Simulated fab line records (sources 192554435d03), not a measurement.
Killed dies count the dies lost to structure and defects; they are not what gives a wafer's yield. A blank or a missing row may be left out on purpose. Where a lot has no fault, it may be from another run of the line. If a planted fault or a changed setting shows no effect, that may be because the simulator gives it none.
fab line records	flow n5_finfet	part 1 of 2: steps 1 to 18 of 28
record: lots: 5	wafers: 15	last_day: 20
route steps=1938 shown FIN_SAQP@139 FIN_CUT@154
lots untouched by any fault: they come from a run of this same line in which no faults occurred
start_h: start of the lot's first displayed wafer, in hours after the record's first day	wait_h: how many hours have passed since the lot's step before this one	" repeats the value in the row above	L1.1+2: a row that stands for several wafers	- no value, or no start given	* or withheld: withheld	< > ~ a bound
route shown NAME@n: a module of which the file shows steps, and the number in the route of the first	usual: the fault-free wafers' mean and standard deviation	same: alike in all rows	chamber/n: place in a boat	sites: each site's reading	_std_site: their standard deviation	_edge_site: mean of outer sites minus mean of inner sites	radius_mm: for every site, how far away it sits from the centre of the wafer	mask NAME#n: copy n	behind: the most recent tool/chamber to have shaped the wafer	hold: why the lot was held/for how many hours/how that ended	device: the transistor (n, p or np) that didn't switch	end of line: the same wafers' tests at the end of the route	a step with no rows: only its recipe	killed: dies that structure and defects cost at the first sort, which is not the same as the wafer's yield	map: dies across one wafer; x = killed, . = not, _ = none there
set.NAME: the run value of the setting; set.NAME@STEP: its run value at that earlier step	model.NAME: the simulator's own value behind a step, which no gauge read
lots at some steps of the route; a table a step, a row a wafer
services: when a tool's chamber went out of use (start_h, in hours from the record's first day, below 0 if earlier), for how many hours, and the reason
== steps ==
step: N5_FIN_SAQP_SPACER2_ETCHBACK_29
recipe: chemistry: CHF3/O2	mode: anisotropic_etchback	target: SiO2	target_depth_a: 122	time_s: 6.1	pressure_mtorr: 30	source_w: 650	bias_w: 170	Ar_flow_sccm: 200	CHF3_flow_sccm: 50	O2_flow_sccm: 5	ion_energy_ev: 200
usual: O2_flow_sccm: 4.998/0.016	drypump_motor_current_A: 5.7/0.44	oes_product_au: 0.78/0.068	rf_vpp_V: 527/4.1	showerhead_plenum_p_Torr: 2.44/0.044	throttle_valve_pct: 18.86/0.17
lot.wafer	tool	chamber	start_h	wait_h	O2_flow_sccm	drypump_motor_current_A	oes_product_au	rf_hours_counter_h	rf_vpp_V	showerhead_plenum_p_Torr	throttle_valve_pct
L082.1	rie_diel-05	2	73.53	0.3	5.006	5.7	0.76	165	525	2.41	18.70
L082.2	"	0	"	"	4.976	6.1	0.79	96	522	2.43	18.87
L082.4	"	3	"	"	5.007	5.5	0.78	136	525	2.51	18.79
L086.1	rie_diel-02	1	101.27	0.2	4.995	5.7	0.76	147	531	2.42	19.01
L086.4	"	2	"	"	4.975	4.9	0.77	135	530	2.42	19.10
L086.5	"	3	"	"	4.996	5.8	0.72	-	533	2.48	19.00
L087.1	rie_diel-05	1	104.47	0.2	5.013	6.3	0.91	18	528	2.36	18.55
L087.2	"	3	"	"	5.001	5.5	0.77	146	525	2.51	18.81
L087.5	"	2	"	"	5.004	5.7	0.74	-	524	2.41	18.72
L095.2	rie_diel-05	1	163.03	0.3	4.980	6.3	0.88	34	528	2.36	18.59
L095.3	"	3	"	"	4.994	5.5	0.75	162	524	2.50	18.84
L095.5	"	2	"	"	4.992	5.7	0.73	-	524	2.40	18.74
L097.3	rie_diel-02	1	166.41	0.2	4.974	5.7	0.75	168	529	2.42	19.04
L097.4	"	2	"	"	5.010	4.9	0.75	155	529	2.41	19.13
L097.5	"	2	"	"	5.013	4.9	0.75	-	531	2.41	19.13
step: N5_FIN_SAQP_MANDREL2_REMOVE_60
recipe: chemistry: HBr/Cl2/O2	bt_time_s: 10	target: a-Si	stop_on: SiNx	endpoint: OES-SiCl	over_etch_frac: 1	icp_w: 600	bias_w: 22	HBr_flow_sccm: 150	Cl2_flow_sccm: 80	O2_flow_sccm: 5	pressure_mtorr: 10
usual: O2_flow_sccm: 4.998/0.016	drypump_motor_current_A: 5.6/0.48	oes_product_au: 1.000/0.023	throttle_valve_pct: 36.88/0.27
lot.wafer	tool	chamber	start_h	wait_h	O2_flow_sccm	drypump_motor_current_A	oes_product_au	rf_hours_counter_h	throttle_valve_pct
L082.1	rie_si-03	2	73.61	0.1	4.992	5.2	1.028	105	36.60
L082.2	"	1	"	"	4.981	5.6	0.986	181	37.08
L082.4	"	0	"	"	5.019	6.0	0.985	148	36.38
L086.1	rie_si-02	0	101.35	0.1	4.989	5.5	1.025	31	36.97
L086.4	"	1	"	"	4.985	5.8	0.989	184	37.20
L086.5	"	2	"	"	4.997	5.0	1.014	-	37.19
L087.1	rie_si-01	3	104.56	0.1	4.981	5.8	1.003	123	36.36
L087.2	"	1	"	"	5.022	6.7	1.039	83	36.97
L087.5	"	2	"	"	5.007	6.4	0.997	-	36.82
L095.2	rie_si-03	3	163.12	0.1	4.965	4.9	1.029	81	36.94
L095.3	"	0	"	"	5.003	6.0	0.984	149	36.38
L095.5	"	0	"	"	4.991	6.0	0.981	-	36.38
L097.3	rie_si-02	1	166.49	0.1	4.996	5.8	0.999	185	37.20
L097.4	"	0	"	"	4.977	5.4	1.031	32	36.99
L097.5	"	2	"	"	4.985	5.0	1.013	-	37.19
step: N5_FIN_SAQP_CD_MEAS_31
recipe: target_cd_nm: 8	landing_energy_ev: 1000	detector: se_inlens	polarity: line
usual: cd_nm: 8.10/0.21
same: landing_energy_ev: 1000
lot.wafer	tool	chamber	start_h	wait_h	cd_nm
L082.1	cd_sem-02	0	73.72	0.1	8.05
L082.2	"	0	"	"	8.29
L082.4	"	0	"	"	8.15
L086.1	cd_sem-01	0	101.46	0.1	7.85
L086.4	"	0	"	"	8.03
L086.5	"	0	"	"	8.55
L087.1	cd_sem-02	0	104.67	0.1	7.88
L087.2	"	0	"	"	7.98
L087.5	"	0	"	"	7.74
L095.2	cd_sem-01	0	163.23	0.1	7.55
L095.3	"	0	"	"	7.96
L095.5	"	0	"	"	7.65
L097.3	cd_sem-03	0	166.61	0.1	8.31
L097.4	"	0	"	"	7.89
L097.5	"	0	"	"	7.90
step: N5_FIN_SAQP_HM_OPEN_33
recipe: chemistry: CH3F/O2	target: SiNx	mask_material: SiO2	target_depth_a: 494	time_s: 70.6	pressure_mtorr: 30	source_w: 395	bias_w: 73	Ar_flow_sccm: 150	CH3F_flow_sccm: 30	O2_flow_sccm: 20	ion_energy_ev: 120	ends: cleared
usual: O2_flow_sccm: 19.99/0.054	drypump_motor_current_A: 5.7/0.44	etch_rf_on_time_s: 69.2/1.1	oes_product_au: 0.65/0.054	rf_vpp_V: 299.1/2.5	showerhead_plenum_p_Torr: 2.03/0.036	throttle_valve_pct: 16.33/0.15
lot.wafer	tool	chamber	start_h	wait_h	O2_flow_sccm	drypump_motor_current_A	etch_rf_on_time_s	oes_product_au	rf_hours_counter_h	rf_vpp_V	showerhead_plenum_p_Torr	throttle_valve_pct
L082.1	rie_diel-04	0	73.84	0.1	19.99	6.0	69.4	0.59	192	298.2	1.98	16.22
L082.2	"	3	"	"	19.99	5.3	70.6	0.59	185	292.6	2.08	16.49
L082.4	"	1	"	"	19.84	5.3	71.1	0.61	182	300.1	2.07	16.30
L086.1	rie_diel-05	1	101.51	0.0	19.97	6.3	68.4	0.77	17	299.1	1.96	15.98
L086.4	"	3	"	"	19.99	5.4	70.7	0.64	145	296.9	2.09	16.26
L086.5	"	3	"	"	20.01	5.4	70.2	0.65	-	298.2	2.09	16.26
L087.1	rie_diel-05	1	104.72	0.0	20.01	6.3	69.1	0.77	18	299.8	1.96	15.98
L087.2	"	3	"	"	20.01	5.5	68.6	0.64	146	298.2	2.09	16.26
L087.5	"	1	"	"	19.97	6.3	69.0	0.78	-	299.3	1.96	15.99
L095.2	rie_diel-02	0	163.35	0.1	19.94	6.2	67.1	0.74	52	300.3	2.03	16.19
L095.3	"	3	"	"	20.01	5.8	68.2	0.61	219	301.0	2.06	16.49
L095.5	"	1	"	"	20.08	5.7	68.6	0.63	-	302.4	2.00	16.45
L097.3	rie_diel-02	0	166.70	0.1	20.01	6.2	68.1	0.74	53	299.3	2.03	16.20
L097.4	"	2	"	"	20.03	4.9	69.1	0.64	155	301.1	2.00	16.57
L097.5	"	1	"	"	19.94	5.7	70.0	0.63	-	301.8	2.00	16.47
step: N5_FIN_SAQP_ETCH_34
recipe: chemistry: C4F6/O2	target: SiO2	target_depth_a: 450	time_s: 15	ion_energy_ev: 250	pressure_mtorr: 30	source_w: 345	bias_w: 185	Ar_flow_sccm: 300	C4F6_flow_sccm: 10	O2_flow_sccm: 10	ends: cleared
usual: O2_flow_sccm: 10.00/0.031	drypump_motor_current_A: 5.7/0.44	etch_rf_on_time_s: 14.89/0.13	oes_product_au: 0.66/0.055	rf_vpp_V: 670/5.7	showerhead_plenum_p_Torr: 2.88/0.05	throttle_valve_pct: 21.05/0.16
lot.wafer	tool	chamber	start_h	wait_h	O2_flow_sccm	drypump_motor_current_A	etch_rf_on_time_s	oes_product_au	rf_hours_counter_h	rf_vpp_V	showerhead_plenum_p_Torr	throttle_valve_pct
L082.1	rie_diel-04	0	73.91	0.0	10.04	6.0	14.80	0.61	192	667	2.83	20.88
L082.2	"	3	"	"	10.03	5.3	15.17	0.60	186	654	2.95	21.21
L082.4	"	1	"	"	9.96	5.3	15.00	0.62	182	674	2.95	21.00
L086.1	rie_diel-05	1	101.58	0.0	9.98	6.3	14.84	0.77	17	670	2.79	20.71
L086.4	"	3	"	"	9.96	5.5	14.89	0.64	145	666	2.96	20.96
L086.5	"	3	"	"	9.99	5.5	14.87	0.66	-	666	2.96	20.97
L087.1	rie_diel-05	1	104.79	0.0	10.00	6.3	14.84	0.78	18	671	2.79	20.70
L087.2	"	3	"	"	10.01	5.5	14.99	0.66	146	667	2.96	20.97
L087.5	"	1	"	"	9.98	6.3	14.86	0.77	-	670	2.79	20.72
L095.2	rie_diel-02	0	163.42	0.0	10.02	6.2	14.81	0.74	52	672	2.88	20.93
L095.3	"	3	"	"	9.97	5.8	15.11	0.60	219	674	2.92	21.15
L095.5	"	1	"	"	10.01	5.7	14.79	0.63	-	675	2.85	21.22
L097.3	rie_diel-02	0	166.77	0.0	9.99	6.2	14.99	0.74	53	672	2.88	20.93
L097.4	"	2	"	"	10.07	4.9	14.93	0.65	155	675	2.85	21.29
L097.5	"	1	"	"	10.00	5.7	14.91	0.64	-	674	2.85	21.22
step: N5_FIN_SAQP_STRIP_77
recipe: chemistry: N2/H2	time_s: 90	power_w: 100	temp_c: 40	pressure_mtorr: 100	rf_frequency_hz: 6e+07	bias_power_w: 3	n2_flow_sccm: 300	h2_flow_sccm: 300
usual: drypump_motor_current_A: 5.7/0.44	oes_product_au: 0.77/0.066	rf_vpp_V: 45.2/0.84	showerhead_plenum_p_Torr: 3.42/0.06	throttle_valve_pct: 12.21/0.2
lot.wafer	tool	chamber	start_h	wait_h	drypump_motor_current_A	oes_product_au	rf_hours_counter_h	rf_vpp_V	showerhead_plenum_p_Torr	throttle_valve_pct
L082.1	rie_diel-04	0	73.93	0.0	6.0	0.70	192	45.0	3.36	12.20
L082.2	"	3	"	"	5.4	0.70	186	44.9	3.49	12.40
L082.4	"	1	"	"	5.3	0.72	182	44.7	3.50	12.19
L086.1	rie_diel-05	1	101.60	0.0	6.3	0.91	17	45.6	3.31	11.69
L086.4	"	3	"	"	5.5	0.77	145	45.6	3.52	12.16
L086.5	"	3	"	"	5.5	0.76	-	44.9	3.52	12.16
L087.1	rie_diel-05	1	104.81	0.0	6.3	0.91	18	45.2	3.31	11.71
L087.2	"	3	"	"	5.5	0.77	146	46.0	3.52	12.16
L087.5	"	1	"	"	6.3	0.91	-	45.7	3.31	11.69
L095.2	rie_diel-02	0	163.44	0.0	6.2	0.86	52	44.8	3.42	12.00
L095.3	"	3	"	"	5.8	0.70	219	44.7	3.48	12.48
L095.5	"	1	"	"	5.7	0.74	-	43.8	3.38	12.32
L097.3	rie_diel-02	0	166.80	0.0	6.3	0.87	53	44.4	3.42	11.99
L097.4	"	2	"	"	4.9	0.74	155	46.3	3.37	12.49
L097.5	"	1	"	"	5.7	0.73	-	45.6	3.37	12.32
step: N5_FIN_SAQP_HM_CD_35
recipe: target_cd_nm: 8	polarity: line
usual: cd_nm: 8.14/0.24
lot.wafer	tool	chamber	start_h	wait_h	cd_nm
L082.1	cd_sem-03	-	74.05	0.1	8.16
L082.2	"	-	"	"	7.89
L082.4	"	-	"	"	8.17
L086.1	cd_sem-03	-	101.73	0.1	8.10
L086.4	"	-	"	"	8.42
L086.5	"	-	"	"	7.92
L087.1	cd_sem-02	-	104.93	0.1	8.23
L087.2	"	-	"	"	8.24
L087.5	"	-	"	"	8.73
L095.2	cd_sem-03	-	163.57	0.1	7.92
L095.3	"	-	"	"	7.83
L095.5	"	-	"	"	7.65
L097.3	cd_sem-01	-	166.93	0.1	7.92
L097.4	"	-	"	"	7.87
L097.5	"	-	"	"	8.19
step: N5_FIN_SAQP_ETCH_64
recipe: chemistry: CF4	target: SiO2	target_depth_a: 15	ion_energy_ev: 350	pressure_mtorr: 10	icp_w: 800	bias_w: 400	cf4_flow_sccm: 80
usual: drypump_motor_current_A: 5.6/0.48	oes_product_au: 0.997/0.021	throttle_valve_pct: 21.90/0.23
lot.wafer	tool	chamber	start_h	wait_h	drypump_motor_current_A	oes_product_au	rf_hours_counter_h	throttle_valve_pct
L082.1	rie_si-02	0	74.10	0.0	5.4	1.027	30	22.10
L082.2	"	1	"	"	5.8	0.993	183	22.06
L082.4	"	3	"	"	5.6	0.969	3	21.60
L086.1	rie_si-02	1	101.78	0.0	5.9	0.981	184	22.09
L086.4	"	0	"	"	5.4	1.027	31	22.11
L086.5	"	3	"	"	5.6	0.964	-	21.61
L087.1	rie_si-02	3	104.98	0.0	5.6	0.950	4	21.60
L087.2	"	2	"	"	5.0	1.005	72	22.17
L087.5	"	3	"	"	5.6	0.956	-	21.60
L095.2	rie_si-03	2	163.61	0.0	5.2	1.026	107	21.66
L095.3	"	1	"	"	5.6	0.992	183	22.12
L095.5	"	3	"	"	4.9	1.017	-	21.86
L097.3	rie_si-01	2	166.99	0.0	6.4	1.008	72	21.89
L097.4	"	0	"	"	5.5	0.975	93	21.87
L097.5	"	1	"	"	6.7	1.027	-	22.18
step: N5_FIN_SAQP_FIN_ETCH_36
recipe: chemistry: HBr/Cl2/O2	target_depth_a: 1200	mask_material: SiNx	time_s: 50.4	bias_w: 102	pressure_mtorr: 10	icp_w: 800	HBr_flow_sccm: 150	Cl2_flow_sccm: 80	O2_flow_sccm: 12
usual: O2_flow_sccm: 12.00/0.036	drypump_motor_current_A: 5.6/0.48	oes_product_au: 0.998/0.022	throttle_valve_pct: 36.17/0.27
lot.wafer	tool	chamber	start_h	wait_h	O2_flow_sccm	drypump_motor_current_A	oes_product_au	rf_hours_counter_h	throttle_valve_pct
L082.1	rie_si-02	0	74.12	0.0	11.95	5.4	1.021	30	36.30
L082.2	"	1	"	"	12.00	5.8	0.983	183	36.52
L082.4	"	3	"	"	11.98	5.6	0.974	3	36.02
L086.1	rie_si-02	1	101.80	0.0	12.08	5.8	0.987	184	36.52
L086.4	"	0	"	"	12.03	5.5	1.023	31	36.31
L086.5	"	3	"	"	12.01	5.6	0.963	-	36.02
L087.1	rie_si-02	3	105.00	0.0	12.07	5.5	0.962	4	36.03
L087.2	"	2	"	"	12.03	5.0	1.011	72	36.54
L087.5	"	3	"	"	12.00	5.6	0.966	-	36.03
L095.2	rie_si-03	2	163.63	0.0	11.96	5.2	1.020	107	35.93
L095.3	"	1	"	"	12.02	5.6	0.998	183	36.38
L095.5	"	3	"	"	12.02	4.9	1.029	-	36.25
L097.3	rie_si-01	2	167.01	0.0	12.01	6.4	0.995	72	36.13
L097.4	"	0	"	"	11.97	5.4	0.993	93	36.11
L097.5	"	1	"	"	12.00	6.7	1.035	-	36.28
step: N5_FIN_SAQP_CD_MEAS_37
recipe: target_cd_nm: 8	polarity: line
usual: cd_nm: 8.14/0.25
lot.wafer	tool	chamber	start_h	wait_h	cd_nm
L082.1	cd_sem-02	-	74.24	0.1	8.19
L082.2	"	-	"	"	8.22
L082.4	"	-	"	"	7.95
L086.1	cd_sem-02	-	101.91	0.1	8.19
L086.4	"	-	"	"	8.12
L086.5	"	-	"	"	8.14
L087.1	cd_sem-01	-	105.12	0.1	8.52
L087.2	"	-	"	"	8.40
L087.5	"	-	"	"	8.43
L095.2	cd_sem-01	-	163.76	0.1	8.02
L095.3	"	-	"	"	8.43
L095.5	"	-	"	"	7.78
L097.3	cd_sem-03	-	167.13	0.1	8.23
L097.4	"	-	"	"	7.94
L097.5	"	-	"	"	7.99
step: N5_FIN_SAQP_PRECLEAN_38
recipe: chemistry: O3/DIW	time_s: 45	temp_c: 22	o3_ppm: 10
lot.wafer	tool	chamber	start_h	wait_h
L082.1+2+4	wet_bench-02	1,0,3	74.28	0.0
L086.1+4+5	wet_bench-04	6,5,1	101.96	0.0
L087.1+2+5	wet_bench-02	6,5,1	105.16	0.0
L095.2+3+5	wet_bench-01	0,7,2	163.80	0.0
L097.3+4+5	wet_bench-01	2,3,6	167.17	0.0
step: N5_FIN_SAQP_PRECLEAN_45
recipe: chemistry: dHF	time_s: 10	dilution: 500:1	temp_c: 25
lot.wafer	tool	chamber	start_h	wait_h
L082.1+2+4	wet_bench-02	1,0,3	74.30	0.0
L086.1+4+5	wet_bench-04	6,5,1	101.97	0.0
L087.1+2+5	wet_bench-02	6,5,1	105.18	0.0
L095.2+3+5	wet_bench-01	0,7,2	163.81	0.0
L097.3+4+5	wet_bench-01	2,3,6	167.18	0.0
step: N5_FIN_SAQP_SRD_39
recipe: dry: ipa_marangoni	time_s: 30	temp_c: 23	rinse_liquid: diw
lot.wafer	tool	chamber	start_h	wait_h
L082.1+2+4	wet_bench-02	1,0,3	74.30	0.0
L086.1+4+5	wet_bench-04	6,5,1	101.97	0.0
L087.1+2+5	wet_bench-02	6,5,1	105.18	0.0
L095.2+3+5	wet_bench-01	0,7,2	163.81	0.0
L097.3+4+5	wet_bench-01	2,3,6	167.19	0.0
step: N5_FIN_SAQP_OCD_MEAS_76
usual: trench_depth_nm: 119.5/0.98
lot.wafer	tool	chamber	start_h	wait_h	trench_depth_nm
L082.1	ocd-01	-	74.34	0.0	120.0
L082.2	"	-	"	"	120.4
L082.4	"	-	"	"	119.9
L086.1	ocd-01	-	102.01	0.0	119.2
L086.4	"	-	"	"	119.8
L086.5	"	-	"	"	119.9
L087.1	ocd-01	-	105.22	0.0	119.7
L087.2	"	-	"	"	117.8
L087.5	"	-	"	"	119.1
L095.2	ocd-02	-	163.85	0.0	120.2
L095.3	"	-	"	"	120.4
L095.5	"	-	"	"	119.7
L097.3	ocd-01	-	167.23	0.0	119.9
L097.4	"	-	"	"	120.0
L097.5	"	-	"	"	120.0
step: N5_FIN_SAQP_INSPECT_40
recipe: inspect_instrument: brightfield	mode: aei
usual: raw_defect_count: 221/57
lot.wafer	tool	chamber	start_h	wait_h	raw_defect_count
L082.1	defect_inspect-01	-	74.37	0.0	160
L082.2	"	-	"	"	177
L082.4	"	-	"	"	174
L086.1	defect_inspect-01	-	102.05	0.0	244
L086.4	"	-	"	"	188
L086.5	"	-	"	"	196
L087.1	defect_inspect-01	-	105.25	0.0	246
L087.2	"	-	"	"	219
L087.5	"	-	"	"	206
L095.2	defect_inspect-02	-	163.88	0.0	255
L095.3	"	-	"	"	241
L095.5	"	-	"	"	213
L097.3	defect_inspect-02	-	167.26	0.0	356
L097.4	"	-	"	"	219
L097.5	"	-	"	"	192
step: N5_FIN_CUT_COAT_18
recipe: resist: SOC	temp_c: 250	time_s: 60	spin_rpm: 1500	resist_thk_nm: 230
usual: chill_plate_temp_C: 23.00/0.097	spin_speed_rpm: 1500.0/0.95
lot.wafer	tool	chamber	start_h	wait_h	chill_plate_temp_C	spin_speed_rpm
L082.1	litho_track-02	0	74.40	0.0	22.92	1500.9
L082.2	"	0	"	"	23.07	1500.1
L082.4	"	0	"	"	22.95	1496.9
L086.1	litho_track-01	0	102.08	0.0	23.06	1499.7
L086.4	"	0	"	"	23.08	1500.7
L086.5	"	0	"	"	23.01	1500.6
L087.1	litho_track-03	0	105.28	0.0	23.01	1500.0
L087.2	"	0	"	"	23.12	1500.4
L087.5	"	0	"	"	23.06	1500.7
L095.2	litho_track-03	0	163.92	0.0	22.95	1500.7
L095.3	"	0	"	"	23.04	1498.8
L095.5	"	0	"	"	23.17	1498.2
L097.3	litho_track-01	0	167.29	0.0	23.02	1499.5
L097.4	"	0	"	"	22.94	1497.2
L097.5	"	0	"	"	23.09	1498.5
step: N5_FIN_CUT_COAT_19
recipe: resist: SiARC	temp_c: 220	time_s: 60	spin_rpm: 1500	resist_thk_nm: 20
usual: chill_plate_temp_C: 23.00/0.1	spin_speed_rpm: 1500.0/0.89
lot.wafer	tool	chamber	start_h	wait_h	chill_plate_temp_C	spin_speed_rpm
L082.1	litho_track-02	0	-	-	23.00	1500.5
L082.2	"	0	"	"	23.11	1499.5
L082.4	"	0	"	"	22.88	1501.7
L086.1	litho_track-01	0	-	-	22.89	1499.7
L086.4	"	0	"	"	23.01	1499.9
L086.5	"	0	"	"	23.01	1500.2
L087.1	litho_track-03	0	-	-	22.94	1499.0
L087.2	"	0	"	"	22.94	1501.0
L087.5	"	0	"	"	22.91	1498.9
L095.2	litho_track-03	0	-	-	22.98	1499.4
L095.3	"	0	"	"	22.91	1498.9
L095.5	"	0	"	"	22.74	1498.8
L097.3	litho_track-01	0	-	-	22.93	1501.4
L097.4	"	0	"	"	22.97	1501.0
L097.5	"	0	"	"	22.85	1501.0
step: N5_FIN_CUT_COAT_29
recipe: resist: underlayer	temp_c: 205	time_s: 60	spin_rpm: 1500	resist_thk_nm: 10
usual: chill_plate_temp_C: 22.97/0.1	spin_speed_rpm: 1500.0/1
lot.wafer	tool	chamber	start_h	wait_h	chill_plate_temp_C	spin_speed_rpm
L082.1	litho_track-02	0	-	-	23.04	1499.1
L082.2	"	0	"	"	22.93	1500.3
L082.4	"	0	"	"	23.00	1499.6
L086.1	litho_track-01	0	-	-	22.83	1500.8
L086.4	"	0	"	"	22.97	1499.8
L086.5	"	0	"	"	22.80	1499.7
L087.1	litho_track-03	0	-	-	23.11	1499.3
L087.2	"	0	"	"	23.35	1500.9
L087.5	"	0	"	"	23.19	1501.3
L095.2	litho_track-03	0	-	-	23.03	1501.0
L095.3	"	0	"	"	22.87	1499.6
L095.5	"	0	"	"	22.88	1500.9
L097.3	litho_track-01	0	-	-	22.89	1500.6
L097.4	"	0	"	"	22.94	1499.7
L097.5	"	0	"	"	22.89	1498.8
